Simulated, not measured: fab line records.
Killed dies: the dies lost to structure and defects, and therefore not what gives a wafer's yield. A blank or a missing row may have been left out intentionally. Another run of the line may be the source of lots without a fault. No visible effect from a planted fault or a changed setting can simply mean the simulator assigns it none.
fab line records	flow n5_finfet
record: lots: 4	wafers: 12	last_day: 17
route steps=1938 shown HKMG_FIN@426 GATE_CUT@465 BEOL_M4@1111 PASSIVATION@1936
lots that met no fault: taken from a fault-free run of the same line
start_h: start of the lot's first displayed wafer, in hours after the record's first day	wait_h: how many hours have passed since the lot's step before this one	" repeats the value in the row above	L1.1+2: one row covering several wafers at once	- no value present, or no start provided	* or withheld: withheld	< > ~ a bound
route shown NAME@n: a module of which the file shows steps, and the number in the route of the first	usual: mean/standard deviation taken from wafers without a fault	same: alike in all rows	chamber/n: place in a boat	sites: readings site by site	_std_site: standard deviation across them	_edge_site: outer sites' mean less inner sites'	radius_mm: for every site, how far away it sits from the centre of the wafer	mask NAME#n: copy n	behind: tool/chamber where the wafer was last shaped	hold: cause of the lot's hold/its duration in hours/its outcome	device: whichever transistor did not switch (one of n, p or np)	end of line: tests of these same wafers at the route's end	a step with no rows: only its recipe	killed: dies lost to structure and defects at the first sort, not the wafer's yield	map: a wafer's dies, marking killed ones x, the rest . and places with no die _
set.NAME: the run value of the setting; set.NAME@STEP: its run value at that earlier step	model.NAME: the simulator's own value behind a step, which no gauge read
lots seen at some steps along the route; tables by step, rows by wafer
services: a tool's chamber out of use, with start hour (start_h, from the record's first day; less than 0 if before it), hours out, and reason
== steps ==
step: N5_HKMG_FIN_SOFTBAKE_07
recipe: temp_c: 110	time_s: 60	resist: CAR-ArF
step: N5_HKMG_FIN_EXPOSE_09
recipe: mask_id: NWFM	na: 1.35	source_shape: conventional	sigma_outer: 0.8	polarization: unpolarized	dose_mj: 39.25
step: N5_HKMG_FIN_PEB_10
recipe: peb_temp_c: withheld	peb_time_s: 60	resist: CAR-ArF
step: N5_HKMG_FIN_DEVELOP_11
recipe: develop_time_s: 30	developer: TMAH	resist: CAR-ArF	dev_temp_c: 23	rinse_liquid: diw	dry: air_spin
step: N5_HKMG_FIN_DESCUM_17
recipe: chemistry: O2	time_s: 7.9	source_power_w: 50	bias_power_w: 20	pressure_mtorr: 20	rf_frequency_hz: 2.712e+07	temp_c: 40	resist: CAR-ArF	o2_flow_sccm: 225
step: N5_HKMG_FIN_ETCH_31
recipe: chemistry: CF4	target: SiARC	target_depth_a: 455	mask_material: CAR-ArF	time_s: 75.8	ion_energy_ev: 80	pressure_mtorr: 40	source_w: 545	bias_w: 36	Ar_flow_sccm: 100	cf4_flow_sccm: 100	ends: cleared
step: N5_HKMG_FIN_ETCH_32
recipe: chemistry: N2/H2	target: SOC	target_depth_a: 2400	temp_c: 40	time_s: 300	ion_energy_ev: 200	mask_material: SiARC	pressure_mtorr: 30	source_w: 840	bias_w: 150	n2_flow_sccm: 200	h2_flow_sccm: 200
step: N5_HKMG_FIN_STRIP_33
recipe: chemistry: N2/H2	temp_c: 40	n2_flow_sccm: 200	h2_flow_sccm: 200	rf_frequency_hz: 6e+07
step: N5_HKMG_FIN_STRIP_34
recipe: chemistry: CF4	resist: SiARC	power_w: 300	bias_power_w: 75	pressure_mtorr: 50	cf4_flow_sccm: 150	rf_frequency_hz: 6e+07
step: N5_HKMG_FIN_ETCH_35
recipe: chemistry: N2/H2	target: SOC	target_depth_a: 2158	ion_energy_ev: 65	bias_w: 5	source_w: 3000	time_s: 243.4	pressure_mtorr: 30	n2_flow_sccm: 200	h2_flow_sccm: 200
usual: drypump_motor_current_A: 5.8/0.4	oes_product_au: 0.81/0.079	rf_fwd_power_W: 2992/8.4	rf_vpp_V: 141.8/0.96	run_length_s: 266.7/0.59	showerhead_plenum_p_Torr: 2.55/0.069	throttle_valve_pct: 17.9/0.31
lot.wafer	tool	chamber	start_h	wait_h	drypump_motor_current_A	oes_product_au	rf_fwd_power_W	rf_hours_counter_h	rf_vpp_V	run_length_s	showerhead_plenum_p_Torr	throttle_valve_pct	model.etch.depth_nm	model.HKMG_FIN.feature_depth_nm	model.SOC_of_HKMG_FIN_COAT_29.thk_nm
L480.2	rie_diel-01	3	89.10	0.0	6.1	0.69	2983	236	140.3	267.8	2.50	17.7	214.8	214.8	85.8
L480.4	"	2	"	"	5.8	0.76	2996	-	142.1	266.0	2.66	18.1	219.4	219.4	81.4
L480.6	"	3	"	"	6.1	0.68	2986	-	141.1	267.3	2.50	17.7	213.7	213.6	86.4
L494.2	rie_diel-01	2	171.17	0.0	5.9	0.74	3002	186	142.2	266.1	2.64	18.2	219.5	219.6	81.2
L494.3	"	3	"	"	6.1	0.96	2986	4	140.2	267.1	2.50	17.3	221.3	221.2	79.6
L494.6	"	0	"	"	5.5	0.90	-	-	141.1	211.2	2.49	18.2	169.6	169.6	131.6
L495.2	rie_diel-06	2	180.28	0.0	6.9	0.75	2994	176	141.6	266.1	2.52	18.1	213.7	213.8	86.4
L495.3	"	0	"	"	5.8	0.76	2992	138	140.5	266.1	2.55	17.9	214.7	214.6	85.2
L495.6	"	0	"	"	5.8	0.76	2992	-	140.5	265.9	2.55	17.9	215.6	215.6	84.8
L496.2	rie_diel-01	3	185.58	0.0	6.1	0.93	2973	8	141.4	267.3	2.49	17.3	218.5	218.4	82.6
L496.3	"	1	"	"	5.5	0.82	2986	110	143.1	266.2	2.56	17.5	219.6	219.6	81.8
L496.6	"	3	"	"	6.1	0.92	-	-	140.7	210.9	2.49	17.3	166.8	166.8	133.6
step: N5_HKMG_FIN_STRIP_92
recipe: chemistry: N2/H2	material: SOC	time_s: 20	power_w: 500	temp_c: 40	pressure_mtorr: 50	rf_frequency_hz: 6e+07	bias_power_w: 8	h2_frac: 0.5	n2_flow_sccm: 300	h2_flow_sccm: 300
usual: drypump_motor_current_A: 5.8/0.4	oes_product_au: 0.80/0.079	rf_fwd_power_W: 496.0/2	rf_vpp_V: 54.3/0.86	showerhead_plenum_p_Torr: 3.37/0.088	throttle_valve_pct: 19.1/0.48
lot.wafer	tool	chamber	start_h	wait_h	drypump_motor_current_A	oes_product_au	rf_fwd_power_W	rf_hours_counter_h	rf_vpp_V	showerhead_plenum_p_Torr	throttle_valve_pct	model.SOC_of_HKMG_FIN_COAT_29.thk_nm
L480.2	rie_diel-01	3	89.25	0.1	6.1	0.67	495.8	236	53.9	3.31	18.8	75.8
L480.4	"	2	"	"	5.9	0.75	500.4	-	53.6	3.51	19.5	71.2
L480.6	"	3	"	"	6.1	0.68	495.6	-	52.9	3.31	18.7	76.4
L494.2	rie_diel-01	2	171.32	0.1	5.9	0.73	498.2	186	55.2	3.49	19.6	71
L494.3	"	3	"	"	6.1	0.94	497.3	4	53.8	3.30	18.3	69.4
L494.6	"	0	"	"	5.5	0.89	499.5	-	53.3	3.30	19.8	121.4
L495.2	rie_diel-06	2	180.43	0.1	6.9	0.74	496.0	176	54.0	3.33	19.0	76.4
L495.3	"	0	"	"	5.8	0.77	493.0	138	54.3	3.37	18.9	75
L495.6	"	0	"	"	5.8	0.76	491.2	-	55.1	3.37	18.9	74.6
L496.2	rie_diel-01	3	185.73	0.1	6.1	0.92	494.1	8	52.9	3.30	18.4	72.4
L496.3	"	1	"	"	5.5	0.83	499.3	110	53.7	3.38	18.6	71.4
L496.6	"	3	"	"	6.1	0.93	495.3	-	54.2	3.30	18.4	123.2
step: N5_HKMG_FIN_WET_ETCH_18
recipe: chemistry: SC1	target: TiN	mix: 1:1:5	temp_c: *	time_s: 55	target_depth_nm: 5.2	dry: ipa_marangoni	rinse_time_s: 30	rinse_temp_c: 23
step: N5_HKMG_FIN_STRIP_19
recipe: chemistry: N2/H2	power_w: 2500	temp_c: 300	h2_frac: 0.65	time_s: 360	pressure_mtorr: withheld	n2_flow_sccm: 1750	h2_flow_sccm: 3250
step: N5_HKMG_FIN_ALD_91
recipe: material: TiN	target_thk_a: 10	temp_c: 400	ald_precursor_family: TiCl4	ald_co_reactant: NH3	pulse_time_s: 1	purge_time_s: 3	co_reactant_purge_time_s: 2	co_reactant_pulse_time_s: 2	ald_cycles: 47	pressure_torr: 3
step: N5_HKMG_FIN_COAT_85
recipe: resist: SOC	temp_c: 250	time_s: 60	spin_rpm: 1500	resist_thk_nm: 300
step: N5_HKMG_FIN_ETCH_86
recipe: chemistry: N2/H2	target: SOC	target_depth_a: 3932	stop_on: TiN	ion_energy_ev: 100	bias_w: 61	pressure_mtorr: 30	source_w: 850	n2_flow_sccm: 200	h2_flow_sccm: 200
step: N5_HKMG_FIN_STRIP_89
recipe: chemistry: N2/H2	material: SOC	time_s: 20	power_w: 500	temp_c: 40	pressure_mtorr: 50	rf_frequency_hz: 6e+07	bias_power_w: 8	h2_frac: 0.5	n2_flow_sccm: 300	h2_flow_sccm: 300
step: N5_HKMG_FIN_WET_ETCH_87
recipe: chemistry: SC1	target: TiN	mix: 1:2:40	temp_c: 50	time_s: 154.2	target_depth_nm: 4.7	dry: ipa_marangoni	rinse_time_s: 30	rinse_temp_c: 23
step: N5_HKMG_FIN_STRIP_88
recipe: chemistry: N2/H2	power_w: 2500	temp_c: 300	h2_frac: 0.65	time_s: 360	pressure_mtorr: withheld	n2_flow_sccm: 1750	h2_flow_sccm: 3250
step: N5_HKMG_FIN_NWFM_ALD_20
recipe: material: TiAlC	target_thk_a: 20	temp_c: 300	ald_precursor_family: TiCl4	ald_co_reactant: TEA	pulse_time_s: 3	purge_time_s: 2	co_reactant_purge_time_s: 2	co_reactant_pulse_time_s: 10	ald_cycles: 7	pressure_torr: 3
step: N5_HKMG_FIN_ALD_71
recipe: material: TiN	target_thk_a: 10	temp_c: 400	ald_precursor_family: TiCl4	ald_co_reactant: NH3	pulse_time_s: 1	purge_time_s: 3	co_reactant_purge_time_s: 2	co_reactant_pulse_time_s: 2	ald_cycles: 47	pressure_torr: 3
step: N5_HKMG_FIN_COAT_66
recipe: resist: SOC	temp_c: 250	time_s: 60	spin_rpm: 1500	resist_thk_nm: 300
step: N5_HKMG_FIN_ETCH_67
recipe: chemistry: N2/H2	target: SOC	target_depth_a: 3889	stop_on: TiN	ion_energy_ev: 100	bias_w: 61	pressure_mtorr: 30	source_w: 850	n2_flow_sccm: 200	h2_flow_sccm: 200
step: N5_HKMG_FIN_STRIP_90
recipe: chemistry: N2/H2	material: SOC	time_s: 20	power_w: 500	temp_c: 40	pressure_mtorr: 50	rf_frequency_hz: 6e+07	bias_power_w: 8	h2_frac: 0.5	n2_flow_sccm: 300	h2_flow_sccm: 300
step: N5_HKMG_FIN_WET_ETCH_73
recipe: chemistry: SC1	mix: 1:2:40	temp_c: 50	time_s: 42.3	target_depth_nm: 1.3	dry: ipa_marangoni	rinse_time_s: 30	rinse_temp_c: 23
step: N5_HKMG_FIN_ETCHBACK_68
recipe: chemistry: Cl2/Ar	stop_on: HfO2	target_depth_a: 5	pressure_mtorr: 10	icp_w: 600	bias_w: 60	Cl2_flow_sccm: 40	Ar_flow_sccm: 60
step: N5_HKMG_FIN_STRIP_69
recipe: chemistry: N2/H2	power_w: 2500	temp_c: 300	h2_frac: 0.65	time_s: 360	pressure_mtorr: withheld	n2_flow_sccm: 1750	h2_flow_sccm: 3250
step: N5_HKMG_FIN_ALD_21
recipe: material: TiN	target_thk_a: 15	temp_c: 400	ald_precursor_family: TiCl4	ald_co_reactant: NH3	pulse_time_s: 1	purge_time_s: 3	co_reactant_purge_time_s: 2	co_reactant_pulse_time_s: 2	ald_cycles: 68	pressure_torr: 3
step: N5_HKMG_FIN_ALD_72
recipe: material: W	target_thk_a: 20	temp_c: 300	pressure_torr: 7.5	ald_precursor_family: WF6	ald_co_reactant: B2H6	pulse_time_s: 1	purge_time_s: 2	co_reactant_purge_time_s: 2	co_reactant_pulse_time_s: 3	ald_cycles: 7
step: N5_HKMG_FIN_W_FILL_22
recipe: material: W	target_thk_a: 600	temp_c: 400	pressure_torr: 39.4	time_s: 18.2
step: N5_HKMG_FIN_PRECLEAN_83
recipe: chemistry: DIW	time_s: 57.5	temp_c: 23
step: N5_HKMG_FIN_SRD_84
recipe: dry_time_s: 32	dry: n2_spin	spin_rpm: 1500
step: N5_HKMG_FIN_CMP_23
recipe: stop_on: SiNx	t_overpolish_s: 10	post_cmp_clean: rinse_only	down_force_psi: 4	platen_rpm: 50.289	pad_velocity_m_s: 1.0006	target_thk_nm: 46.326
step: N5_HKMG_FIN_CMP_94
recipe: stop_on: SiNx	post_cmp_clean: w_dilute_nh4oh	t_overpolish_s: 4.7	down_force_psi: 4	platen_rpm: 50.289	pad_velocity_m_s: 1.0006	target_thk_nm: 43.299
step: N5_GATE_CUT_ETCHBACK_00
recipe: chemistry: SF6/Cl2	target: W	pressure_mtorr: 8	icp_w: 900	bias_w: 80	SF6_flow_sccm: 40	Cl2_flow_sccm: 60
step: N5_GATE_CUT_ETCH_56
recipe: chemistry: Cl2/Ar	target: TiN	target_depth_a: 216	pressure_mtorr: 10	icp_w: 600	bias_w: 60	Cl2_flow_sccm: 40	Ar_flow_sccm: 60
step: N5_GATE_CUT_ETCHBACK_30
recipe: chemistry: Cl2/Ar	target: TiN	target_depth_a: 30	mode: isotropic	pressure_mtorr: 10	icp_w: 600	bias_w: 60	Cl2_flow_sccm: 40	Ar_flow_sccm: 60
step: N5_BEOL_M4_RC_MEAS_101
usual: DIBL_N: 36.3/1.2	DIBL_P: 36.3/1.4	IOFF_N: 0.157/0.02	IOFF_P: 0.22/0.033	ION_N: 675/9.6	ION_P: 465/8.2	SS_N: 71.4/0.45	SS_P: 73.3/0.54	VT_N: 249.8/2.5	VT_P: -249/3.2
lot.wafer	tool	chamber	start_h	wait_h	DIBL_N[mV/V]	DIBL_P[mV/V]	IOFF_N[nA/um]	IOFF_P[nA/um]	ION_N[uA/um]	ION_P[uA/um]	SS_N[mV/dec]	SS_P[mV/dec]	VT_N[mV]	VT_P[mV]
L480.2	prober-01	0	188.04	0.2	36.7	37.2	0.161	0.19	675	454	70.6	72.9	250.2	-252
L480.4	"	0	"	"	35.9	35.8	0.147	0.18	681	458	71.0	72.7	248.5	-250
L480.6	"	0	"	"	36.0	36.6	0.156	0.19	677	460	71.7	73.4	249.3	-250
L494.2	prober-02	0	274.16	0.2	36.7	36.3	0.167	0.20	687	466	71.1	73.6	250.2	-249
L494.3	"	0	"	"	36.1	36.5	0.162	0.21	669	458	71.9	73.6	249.7	-248
L494.6	"	0	"	"	35.6	35.0	0.128	0.19	626	458	71.8	73.0	252.8	-251
L495.2	prober-02	0	299.80	0.2	35.6	35.0	0.152	0.24	682	470	71.9	73.4	249.8	-247
L495.3	"	0	"	"	35.3	34.9	0.155	0.23	689	475	71.9	73.4	249.4	-248
L495.6	"	0	"	"	35.7	35.2	0.159	0.25	676	467	71.7	73.3	250.6	-246
L496.2	prober-01	0	299.91	0.2	35.5	34.6	0.132	0.16	658	449	70.8	73.6	253.1	-259
L496.3	"	0	"	"	36.5	35.0	0.150	0.17	660	447	71.7	73.3	251.5	-254
L496.6	"	0	"	"	35.5	34.3	0.120	0.16	622	449	71.6	74.4	257.6	-259
step: N5_PASSIVATION_PROBE_49
usual: defect_limited_yield: 91.1/1.4	killed_at_M0_to_M3: 33/10	killed_at_M4_up: 15/5.8	killed_at_contacts: 13/5.9	killed_at_front_end: 39/11	killed_at_other: 4/3.6	killed_dies: 105/16	killed_open: 68/11	killed_short: 34/7.8	sort_bin_5_function: 5.2/0.88	sort_bin_6_memory: 3.3/0.61	sort_bin_8_speed: 0/0	sort_n_pass: 1075/16	sort_yield_pct: 91.1/1.4
same: gross_dies: 1180	killed_at_back_side: 0	sort_bin_4_leakage[%]: 0
lot.wafer	tool	chamber	start_h	wait_h	defect_limited_yield[%]	killed_at_M0_to_M3	killed_at_M4_up	killed_at_contacts	killed_at_front_end	killed_at_other	killed_dies	killed_open	killed_short	sort_bin_5_function[%]	sort_bin_6_memory[%]	sort_bin_8_speed[%]	sort_n_pass	sort_yield_pct[%]
L480.2	prober-01	-	291.16	0.1	92.7	26	8	13	39	0	86	60	24	4.7	2.0	0	1094	92.7
L480.4	prober-01	-	291.26	0.2	90.3	28	14	10	61	1	114	80	33	5.5	3.9	0	1066	90.3
L480.6	prober-01	-	291.36	0.3	91.9	21	10	10	51	4	96	55	33	4.6	2.8	0	1084	91.9
L494.6	prober-01	-	381.94	0.3	90.6	35	17	12	37	10	111	78	30	5.8	3.2	30.00	715	60.6
L496.2	prober-02	-	402.35	0.1	92.3	22	17	15	33	4	91	59	31	4.3	3.2	0	1089	92.3
L496.3	prober-02	-	402.40	0.1	90.8	41	21	10	34	2	108	67	39	5.6	3.2	0	1072	90.8
L496.6	prober-02	-	402.55	0.3	88.7	42	29	25	34	3	133	92	38	6.6	4.2	13.14	892	75.6
L495.2	prober-01	-	406.66	0.1	90.5	37	14	18	38	5	112	68	43	5.2	4.0	0	1068	90.5
L495.3	prober-01	-	406.71	0.1	91.1	35	15	21	32	2	105	66	36	4.7	3.8	0	1075	91.1
L495.6	prober-01	-	406.86	0.3	89.4	52	12	17	42	2	125	77	47	6.3	3.5	0	1055	89.4
killed by level:class
L480.2 FIN_SAQP:geometric_particle:open=13 MOL_CONTACT_COAG:geometric_particle:open=11 FIN_SAQP:geometric_particle:short=8 BEOL_M0:geometric_particle:open=6 DUMMY_GATE:geometric_particle:open=5 BEOL_M3:geometric_particle:open=5 STI_FIN_REVEAL:geometric_particle:open=4 SPACER0:geometric_particle:short=3
L480.4 STI_FIN_REVEAL:geometric_particle:open=17 FIN_SAQP:geometric_particle:short=14 FIN_SAQP:geometric_particle:open=9 MOL_CONTACT_COAG:geometric_particle:open=9 BEOL_M0:geometric_particle:open=8 BEOL_M3:geometric_particle:open=7 DUMMY_GATE:geometric_particle:open=5 GATE_CUT:geometric_particle:short=4
L480.6 STI_FIN_REVEAL:geometric_particle:open=11 BEOL_M0_SAQP:geometric_particle:short=7 STARTING-WAFER:geometric_particle:open=7 MOL_CONTACT_COAG:geometric_particle:open=6 BEOL_M4:geometric_particle:open=6 FIN_SAQP:geometric_particle:short=5 FIN_SAQP:geometric_particle:open=5 DUMMY_GATE:geometric_particle:open=5
L494.6 MOL_CONTACT_COAG:geometric_particle:open=11 BEOL_M1:geometric_particle:open=10 FIN_SAQP:geometric_particle:open=7 BEOL_M3:geometric_particle:open=7 GATE_CUT:geometric_particle:open=6 BEOL_M0_SAQP:geometric_particle:short=6 BEOL_M8:geometric_particle:open=6 FIN_SAQP:geometric_particle:short=4
L496.2 MOL_CONTACT_COAG:geometric_particle:open=12 FIN_SAQP:geometric_particle:short=9 STI_FIN_REVEAL:geometric_particle:open=7 BEOL_M4:geometric_particle:open=7 BEOL_M0_SAQP:geometric_particle:short=6 BEOL_M1:geometric_particle:open=6 BEOL_M0_SAQP:geometric_particle:open=5 STARTING-WAFER:geometric_particle:open=5
L496.3 BEOL_M3:geometric_particle:open=15 BEOL_M4:geometric_particle:open=9 BEOL_M0_SAQP:geometric_particle:short=8 FIN_SAQP:geometric_particle:short=7 STI_FIN_REVEAL:geometric_particle:open=7 MOL_CONTACT_COAG:geometric_particle:open=6 BEOL_M0:geometric_particle:open=4 GATE_CUT:geometric_particle:open=4
L496.6 MOL_CONTACT_COAG:geometric_particle:open=21 BEOL_M4:geometric_particle:open=13 BEOL_M0_SAQP:geometric_particle:short=11 STI_FIN_REVEAL:geometric_particle:open=9 BEOL_M0_SAQP:geometric_particle:open=9 BEOL_M1:geometric_particle:open=7 BEOL_M3:geometric_particle:open=7 BEOL_M4:geometric_particle:short=7
L495.2 MOL_CONTACT_COAG:geometric_particle:open=12 BEOL_M0_SAQP:geometric_particle:open=12 FIN_SAQP:geometric_particle:short=11 BEOL_M0_SAQP:geometric_particle:short=10 FIN_SAQP:geometric_particle:open=8 BEOL_M4:geometric_particle:open=8 BEOL_M3:geometric_particle:open=6 MOL_CONTACT_COAG:geometric_particle:short=6
L495.3 MOL_CONTACT_COAG:geometric_particle:open=17 BEOL_M0_SAQP:geometric_particle:open=12 BEOL_M0_SAQP:geometric_particle:short=11 BEOL_M4:geometric_particle:open=10 FIN_SAQP:geometric_particle:short=9 FIN_SAQP:geometric_particle:open=6 MOL_CONTACT_COAG:geometric_particle:short=4 BEOL_M2:geometric_particle:open=4
L495.6 MOL_CONTACT_COAG:geometric_particle:open=15 BEOL_M0_SAQP:geometric_particle:open=13 BEOL_M3:geometric_particle:open=12 BEOL_M0_SAQP:geometric_particle:short=11 FIN_SAQP:geometric_particle:short=9 DUMMY_GATE:geometric_particle:open=6 BEOL_M1:geometric_particle:open=6 BEOL_M4:geometric_particle:open=6
map L494.2 (x killed, . not)
_________________xx..........________________
______________............x...x._____________
___________.....x..x...........x...__________
__________..x....x.......x.........._________
________...........x.................._______
_______..x...x.x........x...........x..______
______..............xx..............x..._____
_____.......x...x.....x..................____
____.......x........x...x...........x.....___
___...................x.x..........x....x..__
___..............x.x.....x.................__
__.....x.....................x.........xxx.._
__.x........x..xx...................x......._
_.......x....x.......x....xx...x...x........x
_...x..x.....................x....x..........
_....x....x.x........x..................x....
_.x..................x.....x............x..x.
_...x......................................x.
_.....x......xx..........x.................x.
_........x......x...x........x............x..
_.x.....x............x........xx....xx.......
__.....x...x....xx....x..x............x....._
__............x......x...............x......_
___......x.........x.....x................x__
___...........x..x...xx....x......xxx...x..__
____.................x.........x.....xx...___
_____.......x............................____
______.......x.......x.....x.x..x...x..._____
_______..............x..............x..______
________..............x.............x._______
__________...x..x..x.x..x..x..x....x_________
___________.......x..............x.__________
______________...............x.._____________
_________________..x.....x...________________
map L496.6 (x killed, . not)
_________________......x....x________________
______________.................._____________
___________......x........x.x..x...__________
__________..x....x.x..........x.x..._________
________.........x..............x....._______
_______..........x............xx.......______
______...x.............................x_____
_____....xx...........xx..x.....x........____
____..................x...................___
___..x......x.........x..xx................__
___.....x.....x......x.........xx.........x__
__x.........................x..x.....x..x..._
__....x..x..x..........x.......x............_
_...........x..............x.x..............x
_......x............x..x......x..........x...
_.x....x..x.x.........x.x....x.....x.........
_.........x..............x....x.x............
_................x...................x.......
_................x............x.x...........x
_x...x........x.......x......................
_..x................................xx.......
__xx.x.x.........x...x.x...x.....x......x..._
__..........x.x..................x.........._
___..x..........xx......x...........x......__
___..x......x..............................__
____..xx.......x.x.........x.............x___
_____...........x......xx................____
______..x...............x.......x....x.._____
_______x.......x..........x..x......xx.______
________x...............x....x.....x.x_______
__________.x..................x....._________
___________.x......................__________
______________...x..........xx.._____________
_________________....xx.x....________________
== services ==
tool	chamber	start_h	hours	kind
rie_diel-01	0	70.33	-	clean
rie_diel-01	0	70.33	-	consumable_replace:focus_ring
rie_diel-01	0	70.33	22.1	scheduled_down
rie_diel-01	0	70.33	22.1	vent_cycle
rie_diel-01	3	105.15	7.8	repair
rie_diel-01	3	137.44	-	clean
rie_diel-01	3	137.44	-	consumable_replace:focus_ring
rie_diel-01	3	137.44	23.2	scheduled_down
rie_diel-01	3	137.44	23.2	vent_cycle
rie_diel-06	-	174.50	0.2	repair
== key ==
first_sign: step: N5_HKMG_FIN_ETCH_35	reading: run_length_s	direction: down	sigmas: 94	usual: *	struck: *
effect: step: N5_BEOL_M4_RC_MEAS_101	reading: ION_N	direction: down	sigmas: 5.3	usual: 675	struck: 624
effect: step: N5_PASSIVATION_PROBE_49	reading: sort_bin_8_speed	direction: up	sigmas: 99+	usual: 0	struck: 21.57
model_effect: step: N5_HKMG_FIN_ETCH_35	value: etch.depth_nm	without: 218.6	struck: 168.2
model_effect: step: N5_HKMG_FIN_STRIP_92	value: SOC_of_HKMG_FIN_COAT_29.thk_nm	without: 71.8	struck: 122.3
met_at N5_HKMG_FIN_ETCH_35
struck_wafers L494.6,L496.6
onset_between 89.10 171.17
fault: kind: process_parameter_drift	tool: rie_diel-01	chamber: -	onset_h: 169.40	steps: N5_HKMG_FIN_ETCH_35	channel: time_s	offset: *	shape: step	end_h: 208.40	scope: struck_wafers_only	acts_in: *	stated: *
